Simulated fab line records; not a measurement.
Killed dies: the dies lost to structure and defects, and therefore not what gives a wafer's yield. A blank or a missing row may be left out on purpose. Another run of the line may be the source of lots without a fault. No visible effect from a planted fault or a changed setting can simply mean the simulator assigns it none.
8D (eight disciplines) problem report, filled in by code	flow nand harc	the parts of the form that need people (team, actions taken, sign-off) are left out

== 1. THE PROBLEM ==
Wafers without a fault read 299.9 nm, standard deviation 0.59; cd nm at NHARC_A_CONTACT_CD_MEAS_42 reads a mean of 315.2 nm on 6 wafers belonging to 2 lots. Relative to the usual mean, that is a shift of +26 standard deviations.
The step: target cd 300 nm.
First observed at day 27 12:25: wafer L216.3, on cd sem-03. The record holds 33 wafers of 11 lots with a number at this step. Rule for "out", or "out of limits": more than 4 standard deviations from the usual mean. All remaining wafers that have a number are taken as sound.

== 2. WHAT IT IS, WHAT IT ISN'T ==
question	is	is not
which readings at this step	cd nm	-
which lots	L216, L220	L202, L207, L208, L209, L212, L213, L219, L224, L225
which wafers of those lots	all that have a number	-
read on which gauges	cd sem-02, cd sem-03	cd sem-01
when	from day 27 12:25	up to then (18 sound wafers); but 9 sound wafers of L219, L224, L225 came after

== 3. THE SUSPECTS, EACH WITH WHAT RULES IT OUT ==
Counting: a tool at a process step up to the reading stays a suspect if it ran every lot that is out and no sound lot after the first of them.
- ruled out: the gauge at NHARC_A_CONTACT_CD_MEAS_42. 2 gauges (cd sem-02, cd sem-03) read the wafers that are out.
- arfi scanner-03 at NHARC_A_CONTACT_EXPOSE_39 (exposes mask A CC 3): kept. It ran every lot that is out, first L216 (day 27 12:16), and no sound lot after that; its last sound lot up to then is L212 (day 26 08:29). On those wafers its own readings are out: exposure dose mJ cm2.
Left after counting: arfi scanner-03 at NHARC_A_CONTACT_EXPOSE_39.

== 4. THE CAUSE (what the simulator had put in) ==
Process parameter drift: arfi scanner-03, from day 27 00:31 on, at NHARC_A_CONTACT_EXPOSE_39. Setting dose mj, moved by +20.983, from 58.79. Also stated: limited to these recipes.
The count eliminated every tool but this one.

== 5. THE CHAIN OF EFFECTS, in route order ==
One row per reading whose mean, taken over the struck wafers that have a number, lies over 3 standard deviations from the usual. Readings are gone through only where the record gives a usual standard deviation; hours: the median, over the lots, of the time from a lot's start at the first step in this table giving one to that lot's start at this step; sigmas: the change measured in usual standard deviations.
hours	step	reading	usual	on struck wafers	change	sigmas
0	NHARC_A_CONTACT_EXPOSE_39	exposure dose mJ cm2	58.79	77.68	+18.89	+99 or more
0	NHARC_A_CONTACT_CD_MEAS_42	cd nm	299.9 nm	315.2	+15.3	+26
Here are the process steps it includes:
- NHARC_A_CONTACT_EXPOSE_39: exposes mask A CC 3.
Later measuring or inspecting steps at which every struck wafer that the step has a row for has a number for every such reading, and none has moved that far: NHARC_A_CONTACT_INSPECT_44, NHARC_END_SORT_01.

== 6. HOW IT WOULD HAVE BEEN CAUGHT EARLIER ==
The first out-of-limits reading at a measuring or inspecting step in this record came at day 27 12:25, 12 hours after the fault's start at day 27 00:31.
At NHARC_A_CONTACT_EXPOSE_39, the tool's own readings (exposure dose mJ cm2) were out on each struck wafer the step has a row for, so an alarm limit on them would have fired on the first such wafer.
Of the lots that are out (2), L220 began NHARC_A_CONTACT_EXPOSE_39 on arfi scanner-03 after day 27 12:25. Had the tool been put on hold then, it would have been spared.
